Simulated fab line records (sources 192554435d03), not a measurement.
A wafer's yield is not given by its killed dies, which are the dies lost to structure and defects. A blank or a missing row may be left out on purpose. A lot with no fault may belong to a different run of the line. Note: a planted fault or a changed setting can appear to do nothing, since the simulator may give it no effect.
Chamber matching :: flow n5Finfet :: aldSin-04 running N5_GATE_CUT_ALD_22: 4 sister chambers
The step deposits SiNx, target thk 16 nm, pulse time 1 s, ald cycles 320. 18 wafers are shown with their chamber, then 9 later ones without.

## WAFERS WITH THEIR CHAMBER
wafer: L075.2
chamber: 0
heaterPowerOuterW (W): 559
heaterPowerW (W): 904
precursorPulseHeightRel: 1.002

wafer: L075.4
chamber: 2
heaterPowerOuterW (W): 627
heaterPowerW (W): 978
precursorPulseHeightRel: 1.004

wafer: L075.6
chamber: 3
heaterPowerOuterW (W): 460
heaterPowerW (W): 812
precursorPulseHeightRel: 1.000

wafer: L076.1
chamber: 1
heaterPowerOuterW (W): 523
heaterPowerW (W): 838
precursorPulseHeightRel: 0.989

wafer: L076.2
chamber: 2
heaterPowerOuterW (W): 627
heaterPowerW (W): 954
precursorPulseHeightRel: 1.000

wafer: L076.5
chamber: 3
heaterPowerOuterW (W): 458
heaterPowerW (W): 802
precursorPulseHeightRel: 1.008

wafer: L077.1
chamber: 0
heaterPowerOuterW (W): 559
heaterPowerW (W): 904
precursorPulseHeightRel: 0.989

wafer: L077.3
chamber: 1
heaterPowerOuterW (W): 505
heaterPowerW (W): 842
precursorPulseHeightRel: 1.011

wafer: L077.5
chamber: 3
heaterPowerOuterW (W): 465
heaterPowerW (W): 808
precursorPulseHeightRel: 1.006

wafer: L079.1
chamber: 0
heaterPowerOuterW (W): 561
heaterPowerW (W): 868
precursorPulseHeightRel: 0.999

wafer: L079.2
chamber: 2
heaterPowerOuterW (W): 640
heaterPowerW (W): 971
precursorPulseHeightRel: 1.010

wafer: L079.6
chamber: 2
heaterPowerOuterW (W): 652
heaterPowerW (W): 984
precursorPulseHeightRel: 0.998

wafer: L084.1
chamber: 2
heaterPowerOuterW (W): 629
heaterPowerW (W): 1007
precursorPulseHeightRel: 0.964

wafer: L084.3
chamber: 0
heaterPowerOuterW (W): 561
heaterPowerW (W): 886
precursorPulseHeightRel: 1.017

wafer: L084.6
chamber: 3
heaterPowerOuterW (W): 465
heaterPowerW (W): 791
precursorPulseHeightRel: 1.026

wafer: L089.1
chamber: 1
heaterPowerOuterW (W): 515
heaterPowerW (W): 841
precursorPulseHeightRel: 1.005

wafer: L089.3
chamber: 0
heaterPowerOuterW (W): 552
heaterPowerW (W): 926
precursorPulseHeightRel: 1.023

wafer: L089.4
chamber: 2
heaterPowerOuterW (W): 643
heaterPowerW (W): 979
precursorPulseHeightRel: 0.985

SIGNATURES (means of the wafers above)
reading: heaterPowerOuterW
chamber 0: 558.40
chamber 1: 514.33
chamber 2: 636.33
chamber 3: 462.00
scatter within a chamber: 7.5

reading: heaterPowerW
chamber 0: 897.60
chamber 1: 840.33
chamber 2: 978.83
chamber 3: 803.25
scatter within a chamber: 16.2

reading: precursorPulseHeightRel
chamber 0: 1.00600
chamber 1: 1.00167
chamber 2: 0.99350
chamber 3: 1.01000
scatter within a chamber: 0.0141
Rule: distance of a wafer from a chamber = root of the sum over the readings of ((wafer's reading minus chamber's mean) / reading's scatter) squared. If the next closest chamber is less than 2 further off than the closest, the wafer can't be placed; otherwise it belongs to the closest. The scatter: take each reading less its chamber's mean, square it, sum over the shown wafers, divide by the number of wafers less the number of chambers, and take the root.

## WAFERS WITH NO CHAMBER GIVEN
wafer: L092.2
heaterPowerOuterW (W): 635
heaterPowerW (W): 980
precursorPulseHeightRel: 1.004

wafer: L092.5
heaterPowerOuterW (W): 638
heaterPowerW (W): 1002
precursorPulseHeightRel: 0.980

wafer: L092.6
heaterPowerOuterW (W): 468
heaterPowerW (W): 819
precursorPulseHeightRel: 0.974

wafer: L095.2
heaterPowerOuterW (W): 556
heaterPowerW (W): 888
precursorPulseHeightRel: 1.029

wafer: L095.3
heaterPowerOuterW (W): 473
heaterPowerW (W): 829
precursorPulseHeightRel: 1.011

wafer: L095.5
heaterPowerOuterW (W): 527
heaterPowerW (W): 857
precursorPulseHeightRel: 0.995

wafer: L097.1
heaterPowerOuterW (W): 473
heaterPowerW (W): 790
precursorPulseHeightRel: 0.990

wafer: L097.2
heaterPowerOuterW (W): 527
heaterPowerW (W): 841
precursorPulseHeightRel: 1.024

wafer: L097.3
heaterPowerOuterW (W): 632
heaterPowerW (W): 991
precursorPulseHeightRel: 1.005

## THE CHAMBER EACH PASSED THROUGH
wafer: L092.2
from the rows above: 2
in truth: 2

wafer: L092.5
from the rows above: 2
in truth: 2

wafer: L092.6
from the rows above: 3
in truth: 3

wafer: L095.2
from the rows above: 0
in truth: 0

wafer: L095.3
from the rows above: 3
in truth: 3

wafer: L095.5
from the rows above: 1
in truth: 1

wafer: L097.1
from the rows above: 3
in truth: 3

wafer: L097.2
from the rows above: 1
in truth: 1

wafer: L097.3
from the rows above: 2
in truth: 2
Placed correctly: 9 of 9. Can't be placed from these rows: 0. 0 placed wrongly.
